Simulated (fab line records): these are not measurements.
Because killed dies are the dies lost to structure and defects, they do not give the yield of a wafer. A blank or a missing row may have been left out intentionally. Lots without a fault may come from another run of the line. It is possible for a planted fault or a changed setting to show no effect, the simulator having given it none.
Problem report in the 8D (eight disciplines) form, filled by code	flow n5Finfet	the parts of the form that need people (team, actions taken, sign-off) are left out

== 1. PROBLEM STATEMENT ==
At N5_MIM_TOP_ETCH_STRIP_01, tempC averages 60.91 C over 2 wafers from 2 lots, while fault-free wafers read 59.99 C, standard deviation 0.11. That puts it +8.4 standard deviations away from the usual mean.
The step: strips in O2.
First observed at day 17 04:06: wafer L176.3, on rieDiel-06. Wafers with a number at this step in the record: 33, from 11 lots. By rule, "out" or "out of limits" means more than 4 standard deviations away from the usual mean. Any other wafer with a number is counted as sound.

== 2. WHAT IT IS, WHAT IT ISN'T ==
question	is	is not
which readings at this step	tempC	chamberPressureMTorr, drypumpMotorCurrentA, oesProductAu, rfVppV, showerheadPlenumPTorr, throttleValvePct
which lots	L176, L180	L166, L170, L174, L181, L182, L183, L184, L186, L187
which wafers of those lots	L176.3, L180.2	L176.1, L176.2, L180.4, L180.6
read on which tools	rieDiel-06	rieDiel-02, rieDiel-03
when	from day 17 04:06	up to then (11 sound wafers); but 20 sound wafers of L180, L181, L182, L183, L184, L186, L187 came after

== 3. WHAT RULES OUT EACH SUSPECT ==
Counting: any tool at a process step up to the reading remains a suspect provided it ran every lot that is out. Sound lots after the first of them don't rule it out here, since some wafers of a struck lot are sound.
- rieDiel-06 at N5_MIM_TOP_ETCH_STRIP_01 (strips in O2): kept. It processed each lot that is out (first: L176, day 17 04:06); up to then, its last sound lot is L174 (day 16 17:49). Its own tempC readings are out on those wafers.
- In rieDiel-06 at N5_MIM_TOP_ETCH_STRIP_01, the wafers that are out were processed in chamber 3 and their sound lot-mates in chambers 0, 1, 2.
The count leaves rieDiel-06 at N5_MIM_TOP_ETCH_STRIP_01.

== 4. THE CAUSE (what the simulator had put in) ==
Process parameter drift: rieDiel-06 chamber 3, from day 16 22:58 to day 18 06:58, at N5_MIM_TOP_ETCH_STRIP_01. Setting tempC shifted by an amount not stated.
Counting left only this tool.

== 5. SEQUENCE OF EFFECTS, ordered by route ==
Each row: a reading whose mean over the struck wafers that have a number lies more than 3 standard deviations from the usual. Only readings whose record carries a usual standard deviation are examined. hours: median over the lots of the time between each lot's start at the first step of this table that gives one and its start at this step. sigmas: the change, counted in usual standard deviations.
hours	step	reading	usual	on struck wafers	change	sigmas
0	N5_MIM_TOP_ETCH_STRIP_01	tempC	59.99 C	60.91	+0.92	+8.4
Here are the process steps it includes:
- N5_MIM_TOP_ETCH_STRIP_01: strips in O2.
At these later measuring or inspecting steps, every struck wafer for which the step has a row has a number for every such reading, and none has moved that far: N5_MIM_BOT_LITHO_CD_MEAS_08.

== 6. HOW IT WOULD HAVE BEEN CAUGHT EARLIER ==
The fault began at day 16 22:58; the first out-of-limits reading in this record came at day 17 04:06, 5 hours later.
